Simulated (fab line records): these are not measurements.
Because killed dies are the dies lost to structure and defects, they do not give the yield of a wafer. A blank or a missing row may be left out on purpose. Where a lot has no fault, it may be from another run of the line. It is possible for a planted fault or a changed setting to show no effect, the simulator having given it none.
Split-lot trial -- flow n5Finfet -- route with 1938 steps; 7 lots, 21 wafers read

== THE SPLIT ==
At N5_DUMMY_GATE_PECVD_30 (deposits SiO2 from TEOS/O2, target thk 55 nm, time 10.8 s), the setting timeS was moved away from the recipe's 10.8 s on 4 of the 21 wafers read, by -13.7% to +14.6%. The other wafers ran this setting at the recipe's value.

== FROM THE SPLIT TO THE READING: what the file shows between them, 8 steps ==
- N5_DUMMY_GATE_COAT_09: resist thk 30 nm (also split here: spinRpm)
- N5_DUMMY_GATE_EBR_11
- N5_DUMMY_GATE_SOFTBAKE_10: time 60 s
- N5_DUMMY_GATE_DESCUM_20: chemistry O2, time 6.2 s
- N5_DUMMY_GATE_ETCH_29: etches underlayer in N2/H2, target depth 13 nm
- N5_DUMMY_GATE_ETCH_36: etches SiARC in CF4, target depth 13 nm
- N5_DUMMY_GATE_STRIP_41: strips in O2
- N5_DUMMY_GATE_HM_OPEN_21: chemistry CH3F/O2, target SiNx, target depth 120 nm, time 171.4 s

== THE READING ==
SiO2_of_DUMMY_GATE_PECVD_30.thkNm (the simulator's own value, which no gauge read), in nm, at N5_DUMMY_GATE_ETCH_32 (etches SiO2 in CF4, target depth 3.5 nm, time 3.9 s). There is no usual value for it anywhere in the file. Average 41.3 nm, standard deviation 0.62 nm, over the 17 wafers here run with the recipe.

wafer,"tool, chamber at the split","timeS as run, s",against the recipe,"SiO2_of_DUMMY_GATE_PECVD_30.thkNm, nm",against lot-mates on the recipe
L085.1,"pecvd-03, 0,1",10.8,recipe,41,-
L085.2,"pecvd-03, 0,1",10.8,recipe,41.2,-
L085.6,"pecvd-03, 2",10.8,recipe,42.6,-
L086.1,"pecvd-03, 0",10.8,recipe,40.6,-
L086.2,"pecvd-03, 1",10.8,recipe,41,-
L086.5,"pecvd-03, 1",10.8,recipe,42,-
L088.1,"pecvd-04, 2,0",10.8,recipe,41.2,-
L088.2,"pecvd-04, 1",10.8,recipe,41.2,-
L088.3,"pecvd-04, 2,0",10.8,recipe,41.2,-
L090.1,"pecvd-03, 0",9.319,-13.7%,34.4,-6.4
L090.2,"pecvd-03, 1",10.8,recipe,40.8,-
L090.3,"pecvd-03, 2",10.8,recipe,40.8,-
L091.3,"pecvd-02, 2",10.8,recipe,41.2,-
L091.4,"pecvd-02, 0,1",10.8,recipe,42,-
L091.6,"pecvd-02, 0,1",10.8,recipe,42.2,-
L094.2,"pecvd-03, 0",10.8,recipe,40.4,-
L094.5,"pecvd-03, 0",10.8,recipe,40.8,-
L094.6,"pecvd-03, 2",9.584,-11.3%,36.6,-4.0
L096.3,"pecvd-04, 0",10.8,recipe,42.2,-
L096.4,"pecvd-04, 0",12.38,+14.6%,50.2,+8.0
L096.5,"pecvd-04, 2",12.38,+14.6%,50.8,+8.6
If several chambers appear in one row, that row covers several wafers at once and the file leaves open which wafer was in which chamber.

FIT RESULTS
A straight line over all 21 wafers: SiO2_of_DUMMY_GATE_PECVD_30.thkNm changes by +0.56 nm for each +1% of timeS; r = +0.98; the points scatter about the line by 0.76 nm.
The same after taking each lot's own level away (the mean of its wafers on the recipe; 21 wafers): +0.505 nm for each +1%; r = +0.98; scatter 0.62 nm.
Per that fit: largest timeS move, reading shift of 7.4 nm.
The span of the lots' own levels, 40.60 to 42.20 nm, comes to 2.6 times the standard deviation stated above.
So the lot-to-lot level changes the slope: the two fits differ.
Check: +7.37 nm against its lot-mates is what the line predicts for one of the wafers moved furthest among these (+14.6%) when that wafer is left out of the fit. Against them it came out at +8 nm.

== OTHER SPLITS ON THESE WAFERS ==
These wafers also went through other splits before the reading. Each is held against what the fit with the lots' levels taken away leaves over:
other split on the same wafers,wafers away from the commonest value,r with SiO2_of_DUMMY_GATE_PECVD_30.thkNm (lot level and that fit taken away)
N5_WELL_APT_COAT_02 spinRpm,9,-0.32
N5_WELL_APT_EXPOSE_22 doseMj,2,-0.03
N5_WELL_APT_PEB_23 pebTempC,8,+0.06
N5_FIN_SAQP_PEB_14 pebTimeS,7,-0.01
N5_FIN_SAQP_DEVELOP_15 developTimeS,7,+0.02
N5_DUMMY_GATE_COAT_09 spinRpm,3,+0.42

== THE WHOLE CHAIN: every reading that the file lists as answering this split, in the file's order ==
step,what it does,reading,change (the file's fit),r (the file's)
N5_DUMMY_GATE_PECVD_30,"deposits SiO2 from TEOS/O2, target thk 55 nm, time 10.8 s","SiO2_of_DUMMY_GATE_PECVD_30.thkNm (the simulator's own value, which no gauge read)",+0.494 nm for each +1% of the setting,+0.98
N5_DUMMY_GATE_ETCH_32,"etches SiO2 in CF4, target depth 3.5 nm, time 3.9 s","SiO2_of_DUMMY_GATE_PECVD_30.thkNm (the simulator's own value, which no gauge read)",+0.481 nm for each +1% of the setting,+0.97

== FILE'S OWN FIT ==
SiO2_of_DUMMY_GATE_PECVD_30.thkNm changes by +0.481 nm for each +1% of timeS, r = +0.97.
